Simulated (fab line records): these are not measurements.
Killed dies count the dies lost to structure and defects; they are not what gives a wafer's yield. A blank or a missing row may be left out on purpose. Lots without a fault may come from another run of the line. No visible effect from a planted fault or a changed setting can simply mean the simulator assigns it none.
fab line records    flow n5-finfet    part 2 of 2: steps 25 to 33 of 33
record: lots: 5  wafers: 15  last-day: 15
route steps=1938 shown BEOL_M5@1178 BEOL_M6@1194
lots with no fault: from the same line, run without faults
start-h: hours from the record's opening day to when the first of the lot's shown wafers began    wait-h: time in hours since the lot's previous step    " unchanged from the row above    L1.1+2: a single row standing in for several wafers    - value missing, or start not given    * or withheld: withheld    < > ~ a bound
route shown NAME@n: NAME is a module with steps in the file, n the number in the route of the first one    usual: mean/standard deviation of fault-free wafers    same: alike in all rows    chamber/n: place in a boat    sites: readings site by site    _std_site: the standard deviation of these    _edge_site: outer sites' mean less inner sites'    radius-mm: how far each site lies from the wafer's centre    mask NAME#n: copy n    behind: tool/chamber where the wafer was last shaped    hold: reason for holding the lot/hours on hold/outcome of the hold    device: the n, p or np transistor that did not switch    end of line: at the end of the route, the tests of the same wafers    step lacking rows: just its recipe    killed: not the wafer's yield, but the dies lost to structure and defects at the first sort    map: a wafer's dies, marking killed ones x, the rest . and places with no die _
set.NAME: the setting the step ran with; set.NAME@STEP: the setting that earlier step ran with    model.NAME: the simulator's own value behind a step, which no gauge read
lots at some steps of the route; a table a step, a row a wafer
services: the hour from which a tool's chamber was out of use, counted from the record's first day as start-h (under 0 if before that day), plus the number of hours and why
== steps ==
step: N5_BEOL_M6_EBR_07
recipe: solvent: PGMEA  ebr-width-mm: 1.5
usual: exhaust-pa: 45.2/0.92
lot.wafer  tool            chamber  start-h  wait-h  exhaust-pa
L074.2     litho-track-04  0        -        -       44.4
L074.4     "               0        "        "       45.5
L074.6     "               0        "        "       45.4
L081.2     litho-track-03  0        -        -       46.1
L081.3     "               0        "        "       45.8
L081.6     "               0        "        "       44.3
L082.1     litho-track-05  0        -        -       45.5
L082.3     "               0        "        "       45.1
L082.6     "               0        "        "       45.7
L084.3     litho-track-05  0        -        -       44.2
L084.5     "               0        "        "       45.6
L084.6     "               0        "        "       45.2
L091.1     litho-track-03  0        -        -       43.5
L091.3     "               0        "        "       44.9
L091.4     "               0        "        "       44.7
step: N5_BEOL_M6_SOFTBAKE_06
recipe: temp-c: 110  time-s: 60  resist: CAR-ArF
usual: exhaust-pa: 44.9/0.86
same: time-s: 60
lot.wafer  tool            chamber  start-h  wait-h  exhaust-pa
L074.2     litho-track-04  0        -        -       46.0
L074.4     "               0        "        "       43.3
L074.6     "               0        "        "       45.0
L081.2     litho-track-03  0        -        -       44.7
L081.3     "               0        "        "       44.0
L081.6     "               0        "        "       46.2
L082.1     litho-track-05  0        -        -       44.0
L082.3     "               0        "        "       45.6
L082.6     "               0        "        "       44.5
L084.3     litho-track-05  0        -        -       43.9
L084.5     "               0        "        "       45.4
L084.6     "               0        "        "       44.0
L091.1     litho-track-03  0        -        -       46.6
L091.3     "               0        "        "       44.6
L091.4     "               0        "        "       44.7
step: N5_BEOL_M6_EXPOSE_08
recipe: mask-id: M6  na: 1.35  source-shape: dipole  sigma-inner: 0.817  sigma-outer: 0.97  polarization: te  dose-mj: 68.25
usual: exposure-dose-mJ-cm2: 68.20/0.072  reticle-temp-C: 23.00/0.1
same: sigma-inner: 0.817
lot.wafer  tool             chamber  start-h  wait-h  mask  exposure-dose-mJ-cm2  reticle-temp-C
L074.2     arfi-scanner-02  0        203.58   -       M6#0  68.35                 23.15
L074.4     "                0        "        "       M6#0  68.38                 23.14
L074.6     "                0        "        "       M6#0  68.25                 23.13
L081.2     arfi-scanner-02  0        221.02   -       M6#0  68.20                 23.05
L081.3     "                0        "        "       M6#0  68.17                 22.96
L081.6     "                0        "        "       M6#0  68.31                 22.91
L082.1     arfi-scanner-03  0        233.53   -       M6#0  68.21                 22.99
L082.3     "                0        "        "       M6#0  68.21                 22.86
L082.6     "                0        "        "       M6#0  68.18                 23.09
L084.3     arfi-scanner-03  0        247.98   -       M6#0  68.09                 23.05
L084.5     "                0        "        "       M6#0  68.09                 23.07
L084.6     "                0        "        "       M6#0  68.09                 22.88
L091.1     arfi-scanner-03  0        280.59   -       M6#0  68.18                 23.02
L091.3     "                0        "        "       M6#0  68.25                 22.76
L091.4     "                0        "        "       M6#0  68.25                 23.01
step: N5_BEOL_M6_PEB_09
recipe: peb-temp-c: withheld  peb-time-s: 60  resist: CAR-ArF
usual: exhaust-pa: 44.9/0.8
lot.wafer  tool            chamber  start-h  wait-h  exhaust-pa
L074.2     litho-track-03  0        203.63   0.0     44.8
L074.4     "               0        "        "       46.6
L074.6     "               0        "        "       44.7
L081.2     litho-track-03  0        221.07   0.0     45.4
L081.3     "               0        "        "       45.0
L081.6     "               0        "        "       44.3
L082.1     litho-track-05  0        233.59   0.1     45.2
L082.3     "               0        "        "       45.4
L082.6     "               0        "        "       45.9
L084.3     litho-track-05  0        248.03   0.0     44.8
L084.5     "               0        "        "       44.2
L084.6     "               0        "        "       43.9
L091.1     litho-track-05  0        280.65   0.1     44.6
L091.3     "               0        "        "       45.1
L091.4     "               0        "        "       45.4
step: N5_BEOL_M6_DEVELOP_10
recipe: develop-time-s: 30  developer: TMAH  resist: CAR-ArF  rinse-liquid: diw  dry: air-spin  dev-temp-c: 23
usual: exhaust-pa: 45.2/0.92
lot.wafer  tool            chamber  start-h  wait-h  exhaust-pa
L074.2     litho-track-03  0        -        -       45.3
L074.4     "               0        "        "       44.0
L074.6     "               0        "        "       45.1
L081.2     litho-track-03  0        -        -       46.1
L081.3     "               0        "        "       45.3
L081.6     "               0        "        "       46.1
L082.1     litho-track-05  0        -        -       44.3
L082.3     "               0        "        "       46.0
L082.6     "               0        "        "       45.2
L084.3     litho-track-05  0        -        -       44.6
L084.5     "               0        "        "       46.1
L084.6     "               0        "        "       46.7
L091.1     litho-track-05  0        -        -       46.1
L091.3     "               0        "        "       45.2
L091.4     "               0        "        "       44.9
step: N5_BEOL_M6_CD_MEAS_11
recipe: target-cd-nm: 38.5  landing-energy-ev: 500  detector: se-inlens  polarity: opening
usual: cd-nm: 38.6/0.71
same: landing-energy-ev: 500
lot.wafer  tool       chamber  start-h  wait-h  cd-nm
L074.2     cd-sem-03  0        203.70   -       37.5
L074.4     "          0        "        "       37.8
L074.6     "          0        "        "       38.7
L081.2     cd-sem-01  0        221.14   -       37.5
L081.3     "          0        "        "       37.9
L081.6     "          0        "        "       38.9
L082.1     cd-sem-01  0        233.66   -       38.3
L082.3     "          0        "        "       39.0
L082.6     "          0        "        "       37.9
L084.3     cd-sem-03  0        248.10   -       38.0
L084.5     "          0        "        "       38.9
L084.6     "          0        "        "       38.8
L091.1     cd-sem-01  0        280.72   -       39.5
L091.3     "          0        "        "       39.3
L091.4     "          0        "        "       39.9
step: N5_BEOL_M6_OVL_MEAS_12
recipe: points-per-wafer: 44
usual: M6_OVL: 0.1/0.75
lot.wafer  tool        chamber  start-h  wait-h  M6_OVL[nm]
L074.2     overlay-02  0        203.73   0.0     1.1
L074.4     "           0        "        "       0.0
L074.6     "           0        "        "       0.3
L081.2     overlay-01  0        221.17   0.0     -0.6
L081.3     "           0        "        "       0.0
L081.6     "           0        "        "       -0.3
L082.1     overlay-01  0        233.69   0.0     -0.6
L082.3     "           0        "        "       -0.2
L082.6     "           0        "        "       -0.7
L084.3     overlay-02  0        248.12   0.0     0.1
L084.5     "           0        "        "       -0.8
L084.6     "           0        "        "       -0.5
L091.1     overlay-01  0        280.75   0.0     0.1
L091.3     "           0        "        "       -0.4
L091.4     "           0        "        "       -0.8
step: N5_BEOL_M6_INSPECT_13
recipe: mode: adi  inspect-instrument: brightfield
usual: raw-defect-count: 407/86
lot.wafer  tool               chamber  start-h  wait-h  raw-defect-count
L074.2     defect-inspect-02  -        203.75   0.0     519
L074.4     "                  -        "        "       412
L074.6     "                  -        "        "       525
L081.2     defect-inspect-02  -        221.20   0.0     428
L081.3     "                  -        "        "       417
L081.6     "                  -        "        "       443
L082.1     defect-inspect-02  -        233.71   0.0     284
L082.3     "                  -        "        "       267
L082.6     "                  -        "        "       271
L084.3     defect-inspect-02  -        248.15   0.0     307
L084.5     "                  -        "        "       431
L084.6     "                  -        "        "       539
L091.1     defect-inspect-02  -        280.78   0.0     366
L091.3     "                  -        "        "       409
L091.4     "                  -        "        "       376
step: N5_BEOL_M6_DESCUM_16
recipe: chemistry: O2  time-s: 7.9  source-power-w: 50  bias-power-w: 20  pressure-mtorr: 20  rf-frequency-hz: 2.712e+07  temp-c: 40  resist: CAR-ArF  o2-flow-sccm: 225
usual: drypump-motor-current-A: 5.6/0.52  oes-product-au: 0.82/0.092  rf-vpp-V: 242.9/1.1  showerhead-plenum-p-Torr: 2.08/0.052  throttle-valve-pct: 20.51/0.18
same: time-s: 7.9
lot.wafer  tool         chamber  start-h  wait-h  drypump-motor-current-A  oes-product-au  rf-hours-counter-h  rf-vpp-V  showerhead-plenum-p-Torr  throttle-valve-pct
L074.2     rie-diel-05  1        204.02   0.3     5.1                      0.85            42                  243.3     2.13                      20.30
L074.4     "            3        "        "       6.0                      0.70            206                 242.8     2.09                      20.71
L074.6     "            3        "        "       6.1                      0.69            -                   243.2     2.09                      20.71
L081.2     rie-diel-05  1        221.23   0.0     5.1                      0.83            48                  243.5     2.12                      20.31
L081.3     "            3        "        "       6.1                      0.69            213                 242.9     2.08                      20.72
L081.6     "            0        "        "       5.9                      0.85            -                   242.6     2.02                      20.37
L082.1     rie-diel-05  0        234.98   1.3     5.9                      0.85            66                  243.7     2.02                      20.37
L082.3     "            3        "        "       6.1                      0.69            221                 244.3     2.08                      20.73
L082.6     "            0        "        "       5.9                      0.84            -                   242.6     2.01                      20.37
L084.3     rie-diel-03  3        248.18   0.0     5.5                      0.93            11                  244.1     2.15                      20.47
L084.5     "            0        "        "       6.3                      0.93            -                   242.8     2.04                      20.43
L084.6     "            1        "        "       5.9                      0.87            -                   242.3     2.05                      20.43
L091.1     rie-diel-03  3        280.81   0.0     5.5                      0.88            23                  242.5     2.15                      20.47
L091.3     "            0        "        "       6.3                      0.92            39                  243.6     2.04                      20.45
L091.4     "            2        "        "       5.8                      0.84            -                   242.0     2.14                      20.46
== services ==
tool             chamber  start-h  hours  kind
uv-cure-01       -        175.49   7.5    pm
uv-cure-03       -        177.57   1.5    repair
arfi-scanner-02  -        177.79   1.0    pm
cvd-co-02        0        178.70   4.6    repair
arfi-scanner-03  -        184.85   0.8    pm
arfi-scanner-02  -        197.92   1.0    pm
arfi-scanner-02  -        199.33   3.9    pm
pecvd-03         -        205.77   3.3    repair
arfi-scanner-03  -        209.84   1.0    pm
arfi-scanner-02  -        212.02   4.9    pm
rtp-anneal-02    -        212.99   3.6    pm
arfi-scanner-03  -        214.36   0.8    pm
rie-diel-03      0        218.61   7.7    repair
cmp-02           -        220.16   0.4    repair
pecvd-01         -        227.49   1.4    repair
rie-diel-05      -        229.22   0.1    repair
cmp-02           -        235.04   8.3    pm
arfi-scanner-02  -        246.11   2.1    repair
arfi-scanner-03  -        248.26   1.3    pm
cmp-01           -        258.31   4.0    pm
cvd-co-02        -        261.61   0.6    repair
pecvd-02         2        262.76   15.1   repair
arfi-scanner-03  -        264.81   1.6    repair
pecvd-02         -        268.90   14.6   pm
